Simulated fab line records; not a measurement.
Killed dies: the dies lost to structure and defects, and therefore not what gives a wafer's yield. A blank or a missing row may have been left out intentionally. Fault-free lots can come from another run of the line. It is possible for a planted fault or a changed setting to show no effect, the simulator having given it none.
What tool caused it? ; flow n5-finfet ; 72 wafers from 24 lots sampled at 6 of the route's 1938 steps

== WHAT THE GAUGES SHOWED, per wafer ==
N5_BEOL_M8_OVL_MEAS_12.
lot;measured;on;M8_OVL (nm)
L074;day 9 20:40;overlay-02;0.6 -0.4 0.2
L075;day 10 07:32;overlay-02;0.9 0.1 1.1
L076;day 10 15:07;overlay-01;0.7 1.1 1.4
L079;day 10 17:20;overlay-01;0.0 -0.6 0.9
L077;day 10 17:23;overlay-02;-0.6 -0.1 0.1
L078;day 10 20:49;overlay-01;1.0 1.2 1.5
L080;day 11 09:33;overlay-01;0.4 -0.1 0.2
L081;day 11 13:08;overlay-02;0.7 0.6 0.6
L083;day 11 13:46;overlay-01;-0.4 0.4 0.2
L082;day 11 15:34;overlay-02;0.6 -0.4 -0.1
L084;day 12 00:38;overlay-02;0.2 0.3 0.5
L085;day 12 03:53;overlay-01;-1.1 -0.8 -0.7
L086;day 12 21:38;overlay-02;0.9 0.3 0.5
L087;day 12 22:01;overlay-02;0.2 0.5 -0.8
L089;day 13 08:28;overlay-01;-0.5 -1.1 0.4
L088;day 13 14:59;overlay-01;0.0 -0.2 0.0
L091;day 13 20:11;overlay-02;-0.2 -0.2 -0.5
L090;day 13 23:32;overlay-02;0.5 0.2 0.1
L093;day 14 07:11;overlay-01;-0.4 0.3 0.0
L092;day 14 15:45;overlay-02;0.4 0.8 0.5
L094;day 15 05:22;overlay-01;0.0 -0.6 -0.6
L096;day 15 12:27;overlay-02;0.7 0.2 0.6
L095;day 15 13:59;overlay-01;0.1 0.8 0.6
L097;day 15 18:01;overlay-01;1.0 0.0 -0.3

N5_BEOL_M9_OVL_MEAS_12.
lot;measured;on;M9_OVL (nm)
L074;day 10 05:56;overlay-01;0.0 -1.1 0.8
L075;day 10 17:16;overlay-01;-0.2 1.6 0.8
L076;day 10 22:33;overlay-01;0.7 -0.2 0.6
L079;day 11 05:00;overlay-01;1.0 1.2 0.6
L077;day 11 05:32;overlay-01;-0.2 0.7 1.5
L078;day 11 07:07;overlay-02;-0.7 -0.2 0.7
L080;day 11 18:52;overlay-02;0.2 0.3 -2.1
L081;day 11 22:10;overlay-02;1.0 0.1 0.9
L083;day 11 22:20;overlay-01;0.7 -1.1 0.8
L082;day 12 00:17;overlay-02;0.4 0.2 0.6
L084;day 12 08:31;overlay-01;0.8 0.6 0.4
L085;day 12 14:19;overlay-02;1.0 0.9 1.1
L086;day 13 10:22;overlay-02;0.0 1.2 -0.2
L087;day 13 09:45;overlay-02;-0.6 -0.4 0.7
L089;day 13 19:56;overlay-02;1.2 0.8 0.2
L088;day 13 23:35;overlay-01;0.8 -0.5 0.8
L091;day 14 03:26;overlay-01;-0.4 -0.3 0.0
L090;day 14 07:13;overlay-02;0.9 0.3 0.5
L093;day 14 16:20;overlay-02;1.0 0.4 -0.2
L092;day 15 03:02;overlay-01;0.9 1.9 1.5
L094;day 15 14:01;overlay-02;0.1 -0.4 -0.1
L096;day 15 22:21;overlay-02;-0.1 -0.5 0.0
L095;day 15 22:33;overlay-02;0.1 -0.4 -0.5
L097;day 16 02:41;overlay-02;0.7 0.1 1.5

== EACH LOT AND THE TOOL THAT RAN IT (in order: tool; ch and the chambers of the sampled wafers; start) ==
lot;N5_BEOL_M7_DEGAS_44;N5_BEOL_M8_STRIP_67;N5_BEOL_M8_ALD_77;N5_BEOL_M8_SURFACE_TREAT_79
L074;pvd-sputter-02, day 9 14:02;rie-diel-03 ch 1,2,3, day 9 20:58;ald-metal-04 ch 1,3, day 10 01:46;pvd-sputter-01, day 10 02:03
L075;pvd-sputter-02, day 10 02:37;rie-diel-03 ch 1,2,3, day 10 07:50;ald-metal-03 ch 0,1,2, day 10 12:52;pvd-sputter-01, day 10 13:08
L076;pvd-sputter-02, day 10 11:53;rie-diel-01 ch 0,2,3, day 10 15:25;ald-metal-03 ch 0,1,2, day 10 17:17;pvd-sputter-01, day 10 17:47
L079;pvd-sputter-01, day 10 12:49;rie-diel-01 ch 1,2,3, day 10 18:32;ald-metal-04 ch 0,2,3, day 10 21:46;pvd-sputter-03, day 10 22:17
L077;pvd-sputter-01, day 10 12:54;rie-diel-03 ch 1,2,3, day 10 18:35;ald-metal-03 ch 1,2,3, day 11 00:29;pvd-sputter-03, day 11 00:50
L078;pvd-sputter-03, day 10 15:28;rie-diel-01 ch 0,1,3, day 10 22:32;ald-metal-04 ch 2,3, day 11 02:12;pvd-sputter-01, day 11 04:07
L080;pvd-sputter-03, day 11 05:42;rie-diel-03 ch 1,2,3, day 11 10:37;ald-metal-03 ch 0,3, day 11 13:34;pvd-sputter-01, day 11 14:36
L081;pvd-sputter-01, day 11 09:50;rie-diel-01 ch 0,1, day 11 13:37;ald-metal-04 ch 1,2,3, day 11 16:05;pvd-sputter-01, day 11 16:23
L083;pvd-sputter-03, day 11 10:32;rie-diel-06 ch 1,2, day 11 14:04;ald-metal-01 ch 1,2, day 11 16:27;pvd-sputter-03, day 11 17:01
L082;pvd-sputter-02, day 11 12:01;rie-diel-03 ch 0,3, day 11 16:16;ald-metal-03 ch 1,2,3, day 11 19:20;pvd-sputter-03, day 11 21:17
L084;pvd-sputter-02, day 11 19:27;rie-diel-03 ch 0,1,3, day 12 00:56;ald-metal-04 ch 1,3, day 12 03:58;pvd-sputter-02, day 12 04:24
L085;pvd-sputter-01, day 11 23:49;rie-diel-01 ch 0,3, day 12 04:23;ald-metal-01 ch 1,2, day 12 09:22;pvd-sputter-01, day 12 09:44
L086;pvd-sputter-02, day 12 16:52;rie-diel-03 ch 0,1,2, day 12 22:08;ald-metal-01 ch 0,1,2, day 13 06:25;pvd-sputter-02, day 13 06:59
L087;pvd-sputter-01, day 12 18:26;rie-diel-03 ch 0,1,3, day 12 22:57;ald-metal-04 ch 1, day 13 05:29;pvd-sputter-01, day 13 05:56
L089;pvd-sputter-01, day 13 04:52;rie-diel-06 ch 1,3, day 13 08:45;ald-metal-01 ch 1,2, day 13 14:54;pvd-sputter-03, day 13 15:11
L088;pvd-sputter-02, day 13 07:46;rie-diel-03 ch 1,3, day 13 15:17;ald-metal-03 ch 0,1, day 13 19:28;pvd-sputter-01, day 13 19:45
L091;pvd-sputter-02, day 13 14:47;rie-diel-01 ch 0,2, day 13 20:42;ald-metal-01 ch 1,3, day 13 23:41;pvd-sputter-01, day 14 00:02
L090;pvd-sputter-03, day 13 19:27;rie-diel-06 ch 0,3, day 14 00:10;ald-metal-04 ch 0,1,3, day 14 03:11;pvd-sputter-01, day 14 03:46
L093;pvd-sputter-02, day 14 02:49;rie-diel-06 ch 2,3, day 14 07:33;ald-metal-03 ch 0,1,3, day 14 12:31;pvd-sputter-02, day 14 12:50
L092;pvd-sputter-01, day 14 11:31;rie-diel-01 ch 1,2,3, day 14 16:32;ald-metal-01 ch 0,1,2, day 14 21:51;pvd-sputter-02, day 14 22:16
L094;pvd-sputter-01, day 14 21:55;rie-diel-06 ch 0,1,3, day 15 05:40;ald-metal-04 ch 0,2,3, day 15 09:05;pvd-sputter-03, day 15 09:23
L096;pvd-sputter-02, day 15 06:14;rie-diel-03 ch 0,3, day 15 12:54;ald-metal-01 ch 0,1,2, day 15 18:19;pvd-sputter-03, day 15 18:41
L095;pvd-sputter-02, day 15 09:02;rie-diel-01 ch 0,2,3, day 15 14:17;ald-metal-04 ch 0,2,3, day 15 18:42;pvd-sputter-02, day 15 18:59
L097;pvd-sputter-01, day 15 12:31;rie-diel-03 ch 0,2,3, day 15 18:19;ald-metal-01 ch 0,1,2, day 15 22:13;pvd-sputter-01, day 15 22:32
- N5_BEOL_M7_DEGAS_44: time 60 s.
- N5_BEOL_M8_STRIP_67: strips in CF4.
- N5_BEOL_M8_ALD_77: deposits TaN, target thk 2 nm, pulse time 2 s, purge time 3 s.
- N5_BEOL_M8_SURFACE_TREAT_79

== AS READ BY THE TOOLS THEMSELVES (means over the sampled wafers that have a number; for cases with no such wafer, the mark the record gives instead) ==
N5_BEOL_M7_DEGAS_44.
lot;tool;heater-power-w (W)
L074;pvd-sputter-02;302
L075;pvd-sputter-02;343
L076;pvd-sputter-02;350
L079;pvd-sputter-01;338
L077;pvd-sputter-01;332
L078;pvd-sputter-03;345
L080;pvd-sputter-03;339
L081;pvd-sputter-01;320
L083;pvd-sputter-03;308
L082;pvd-sputter-02;295
L084;pvd-sputter-02;298
L085;pvd-sputter-01;334
L086;pvd-sputter-02;355
L087;pvd-sputter-01;315
L089;pvd-sputter-01;329
L088;pvd-sputter-02;352
L091;pvd-sputter-02;303
L090;pvd-sputter-03;308
L093;pvd-sputter-02;353
L092;pvd-sputter-01;316
L094;pvd-sputter-01;318
L096;pvd-sputter-02;353
L095;pvd-sputter-02;357
L097;pvd-sputter-01;331

N5_BEOL_M8_STRIP_67.
lot;tool;drypump-motor-current-A (A);oes-product-au (a.u.);power-w (W);rf-vpp-V (V);showerhead-plenum-p-Torr (Torr);throttle-valve-pct (%)
L074;rie-diel-03;5.4;0.77;300.0;271.5;1.80;13.66
L075;rie-diel-03;5.5;0.77;299.9;272.0;1.80;13.67
L076;rie-diel-01;6.0;0.83;299.4;272.9;1.86;13.38
L079;rie-diel-01;5.8;0.91;300.8;272.0;1.88;13.28
L077;rie-diel-03;5.5;0.76;299.8;271.7;1.80;13.69
L078;rie-diel-01;6.2;0.88;300.5;273.3;1.87;13.30
L080;rie-diel-03;5.5;0.75;299.4;272.0;1.79;13.71
L081;rie-diel-01;6.1;0.82;299.8;273.2;1.87;13.37
L083;rie-diel-06;6.5;0.79;299.6;270.0;1.81;13.50
L082;rie-diel-03;5.7;0.80;299.9;270.7;1.75;13.50
L084;rie-diel-03;5.5;0.77;300.2;271.0;1.79;13.57
L085;rie-diel-01;6.4;0.79;299.8;273.1;1.85;13.43
L086;rie-diel-03;5.2;0.77;300.8;270.6;1.82;13.65
L087;rie-diel-03;5.5;0.77;299.7;272.1;1.79;13.59
L089;rie-diel-06;5.8;0.83;301.0;272.2;1.88;13.49
L088;rie-diel-03;5.7;0.73;299.1;269.8;1.76;13.67
L091;rie-diel-01;5.6;0.77;300.4;272.6;1.87;13.49
L090;rie-diel-06;5.6;0.94;300.4;272.5;1.86;13.26
L093;rie-diel-06;5.7;0.88;300.8;272.4;1.84;13.35
L092;rie-diel-01;5.8;0.84;299.6;273.4;1.87;13.36
L094;rie-diel-06;5.9;0.93;300.6;272.1;1.85;13.27
L096;rie-diel-03;5.4;0.80;300.4;270.9;1.77;13.49
L095;rie-diel-01;6.1;0.77;300.5;272.2;1.85;13.50
L097;rie-diel-03;5.4;0.77;300.4;271.6;1.77;13.64

N5_BEOL_M8_ALD_77.
lot;tool;heater-power-outer-w (W);heater-power-w (W)
L074;ald-metal-04;229;437
L075;ald-metal-03;215;393
L076;ald-metal-03;216;385
L079;ald-metal-04;237;416
L077;ald-metal-03;230;406
L078;ald-metal-04;236;432
L080;ald-metal-03;210;381
L081;ald-metal-04;236;429
L083;ald-metal-01;203;364
L082;ald-metal-03;226;408
L084;ald-metal-04;226;432
L085;ald-metal-01;200;363
L086;ald-metal-01;211;387
L087;ald-metal-04;219;441
L089;ald-metal-01;194;366
L088;ald-metal-03;214;398
L091;ald-metal-01;205;365
L090;ald-metal-04;232;425
L093;ald-metal-03;217;396
L092;ald-metal-01;212;382
L094;ald-metal-04;242;415
L096;ald-metal-01;214;380
L095;ald-metal-04;243;415
L097;ald-metal-01;210;387

== THE ANSWER, worked out from the rows above alone ==
Rule: what is usual is taken from the lots themselves. The widest of any qualifying gaps counts: lots, ordered by their means at a reading, are off when they make up no more than a third of the lots, leave a main group of 4 or more, and stand apart from it by 3 or more times the standard deviation of that group's means. The tables above print the reading to a certain number of digits; a main group whose means all agree to those digits is not used. Also off: a lot with no number at a reading for which 4 or more lots have one. The other lots that the step has rows for count as sound. After the gauges, taken in route order, come the tools' own readings; for these a lot's mean is taken, as printed above. The first step at which some lot is off is used, and at that step the reading that is off furthest; a lot without a number counts as furthest.
Across all readings shown, no lot is off: no conclusion can be drawn from this.

== WHAT THE SIMULATOR HAD INSERTED ==
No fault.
